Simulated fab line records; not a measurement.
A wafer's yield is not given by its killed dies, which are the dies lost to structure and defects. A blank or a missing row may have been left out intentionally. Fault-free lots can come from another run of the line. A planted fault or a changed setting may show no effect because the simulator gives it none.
Matching of chambers + flow n5-finfet + N5_BEOL_M3_PRE_CLEAN_60 on cvd-co-02: 3 sister chambers
The step time 15 s. 30 wafers are shown with their chamber, then 12 later ones without.

EACH WAFER AND ITS CHAMBER
| wafer  | chamber | heater-power-w (W) |
|--------|---------|--------------------|
| L075.2 | 1       | 130                |
| L075.3 | 0       | 86                 |
| L075.6 | 0       | 84                 |
| L076.1 | 2       | 98                 |
| L076.3 | 1       | 128                |
| L076.6 | 1       | 130                |
| L078.2 | 2       | 98                 |
| L078.3 | 0       | 85                 |
| L078.5 | 2       | 96                 |
| L077.2 | 2       | 99                 |
| L077.4 | 2       | 97                 |
| L077.6 | 0       | 87                 |
| L080.1 | 1       | 134                |
| L080.3 | 0       | 81                 |
| L080.5 | 0       | 86                 |
| L082.2 | 2       | 96                 |
| L082.3 | 0       | 85                 |
| L082.4 | 2       | 99                 |
| L083.1 | 0       | 84                 |
| L083.5 | 1       | 130                |
| L083.6 | 0       | 83                 |
| L084.3 | 2       | 100                |
| L084.4 | 2       | 97                 |
| L084.6 | 1       | 137                |
| L085.1 | 2       | 100                |
| L085.3 | 1       | 129                |
| L085.5 | 2       | 100                |
| L088.1 | 1       | 133                |
| L088.4 | 2       | 98                 |
| L088.5 | 1       | 131                |

SIGNATURES (means of the wafers above)
| reading        | chamber 0 | chamber 1 | chamber 2 | scatter within a chamber |
|----------------|-----------|-----------|-----------|--------------------------|
| heater-power-w | 84.56     | 131.33    | 98.17     | 2.05                     |
Rule: distance of a wafer from a chamber = root of the sum over the readings of ((wafer's reading minus chamber's mean) / reading's scatter) squared. If the next closest chamber is less than 2 further off than the closest, the wafer can't be placed; otherwise it belongs to the closest. How the scatter is found: for the shown wafers, subtract from each reading the mean of its chamber, square and add these, divide the total by (wafers less chambers), then take the root.

WAFERS MISSING THEIR CHAMBER
| wafer  | heater-power-w (W) |
|--------|--------------------|
| L089.1 | 132                |
| L089.4 | 84                 |
| L089.6 | 98                 |
| L093.3 | 99                 |
| L093.5 | 86                 |
| L093.6 | 100                |
| L095.2 | 133                |
| L095.5 | 135                |
| L095.6 | 100                |
| L096.4 | 99                 |
| L096.5 | 130                |
| L096.6 | 87                 |

WHICH CHAMBER EACH ONE RAN IN
| wafer  | from the rows above | in truth |
|--------|---------------------|----------|
| L089.1 | 1                   | 1        |
| L089.4 | 0                   | 0        |
| L089.6 | 2                   | 2        |
| L093.3 | 2                   | 2        |
| L093.5 | 0                   | 0        |
| L093.6 | 2                   | 2        |
| L095.2 | 1                   | 1        |
| L095.5 | 1                   | 1        |
| L095.6 | 2                   | 2        |
| L096.4 | 2                   | 2        |
| L096.5 | 1                   | 1        |
| L096.6 | 0                   | 0        |
Correctly placed: 12 of 12. Left unplaced by these rows: 0. 0 placed wrongly.
